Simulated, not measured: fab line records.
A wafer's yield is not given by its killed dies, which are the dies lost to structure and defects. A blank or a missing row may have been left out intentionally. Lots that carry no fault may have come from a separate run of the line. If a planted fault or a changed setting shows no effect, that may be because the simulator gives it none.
A lot that was struck, set against a sound lot :: flow nand_harc :: 18 out of 1302 route steps
Sound: wafers L850.2, L850.4, L850.6. Struck: wafers L872.2, L872.3, L872.5. The cause is named last.
Order at every step that has rows: each side's tool, ch and its chambers, its first start. Under that, the readings that differ: sound wafers :: struck wafers :: difference of the means :: sigmas: that difference in standard deviations of wafers without a fault.
alike: readings with means less than 2 such deviations apart, plus words and numbers identical on both sides. not compared: withheld readings, readings lacking a value on some wafer, bounds such as >300 that could conceal the same value, and numbers that have no deviation in the record and whose values overlap.
The two part at a step that has a row with sigmas, a row that says differs or no value, or rows on one side only. Numbers that have no deviation but don't overlap get no sigmas and don't part them. A reading that every wafer of one side lacks parts them only if that side has two wafers or more.

first, 2 steps without rows for these wafers: NHARC_A_BONDPAD_HARDBAKE_10 (time 65 s); NHARC_A_BONDPAD_DESCUM_11 (chemistry O2, time 3 s).
NHARC_A_BONDPAD_ETCH_34: etches the open film in N2/H2, target depth 60 nm, overetch 18 nm, time 65.91 s.
  sound on rie_diel-12 ch 0,1,3, day 23 13:35; struck on rie_diel-12 ch 0,1,3, day 32 10:40
reading: oes_product_au (a.u.)
sound: 0.997 1.031 0.997
struck: 0.987 0.966 0.974
difference: -0.033
sigmas: -3
  alike: drypump_motor_current_A, rf_vpp_V, showerhead_plenum_p_Torr, throttle_valve_pct
  not compared: rf_hours_counter_h
then, 1 step without rows for these wafers: NHARC_A_BONDPAD_ETCH_12 (etches the open film in CHF3/O2, target depth 220 nm, time 110 s).
NHARC_A_BONDPAD_CD_MEAS_13:
  sound on cd_sem-01, day 23 13:49; struck on cd_sem-01, day 32 10:53
  alike: cd_nm
then, 1 step without rows for these wafers: NHARC_A_BONDPAD_STRIP_15 (strips in O2).
NHARC_A_BONDPAD_ETCH_24: etches the open film in CF4/N2, target depth 30 nm, time 72.99 s.
  sound: rie_diel-06 ch 0,1,3; struck: rie_diel-06 ch 0,3
reading: throttle_valve_pct (%)
sound: 19.778 19.789 19.776
struck: 19.785 19.800 19.814
difference: +0.019
sigmas: +2
  alike: drypump_motor_current_A, oes_product_au, rf_vpp_V, showerhead_plenum_p_Torr
  not compared: rf_hours_counter_h
then, 2 steps without rows for these wafers: NHARC_A_BONDPAD_STRIP_16 (strips in post etch residue remover, time 600 s); NHARC_A_BONDPAD_DEGAS_25 (time 60 s).
NHARC_A_BONDPAD_PRE_CLEAN_26: time 30 s.
  sound on pvd_sputter-02; struck on pvd_sputter-01
  alike: heater_power_w
NHARC_A_BONDPAD_PVD_17: deposits TaN, target thk 5 nm, time 8.06 s.
  sound on pvd_sputter-02; struck on pvd_sputter-01
  alike: throttle_valve_pct
then, 1 step without rows for these wafers: NHARC_A_BONDPAD_PVD_27 (deposits Cu, target thk 30 nm, time 20.49 s).
NHARC_A_BONDPAD_ECD_18: material Cu, target thk 400 nm.
  sound on ecd_cu-02 ch 0,1, day 23 14:52; struck on ecd_cu-01 ch 0,1, day 32 11:55
  no value came back on the struck wafers for bath_heat_duty_pct (%), bath_temp_c (C); on the sound wafers bath_heat_duty_pct (%) reads 6.1 5.3 6.2
then, 1 step without rows for these wafers: NHARC_A_BONDPAD_ANNEAL_28 (time 90 s).
NHARC_A_BONDPAD_CMP_19: polishes, t overpolish 30 s, cu recess touch 16 s, target thk 169.82 nm.
  sound on cmp-02 ch 0,2,3, day 23 15:38; struck on cmp-04 ch 1,2,3, day 32 12:39
  alike: motor_current_A, overpolish_run_s
NHARC_A_BONDPAD_THK_MEAS_20: measures by xrf.
  sound on film_metro-01, day 23 15:55; struck on film_metro-02, day 32 12:55
reading: thk_nm (nm)
sound: 170.9 168.8 173.0
struck: 29.5 30.6 32.2
difference: -140.1
sigmas: -88
then, 1 step without rows for these wafers: NHARC_A_BONDPAD_SRD_21 (time 30 s, dry time 20 s).
NHARC_END_SORT_01:
  only the struck wafers appear in the record here, on prober-01 ch 0 at day 33 17:41; the sound ones have no rows

## WHERE THEY PART
Earliest at NHARC_A_BONDPAD_ETCH_34; latest, in this record, at NHARC_END_SORT_01.

WHY: what had been put in by the simulator
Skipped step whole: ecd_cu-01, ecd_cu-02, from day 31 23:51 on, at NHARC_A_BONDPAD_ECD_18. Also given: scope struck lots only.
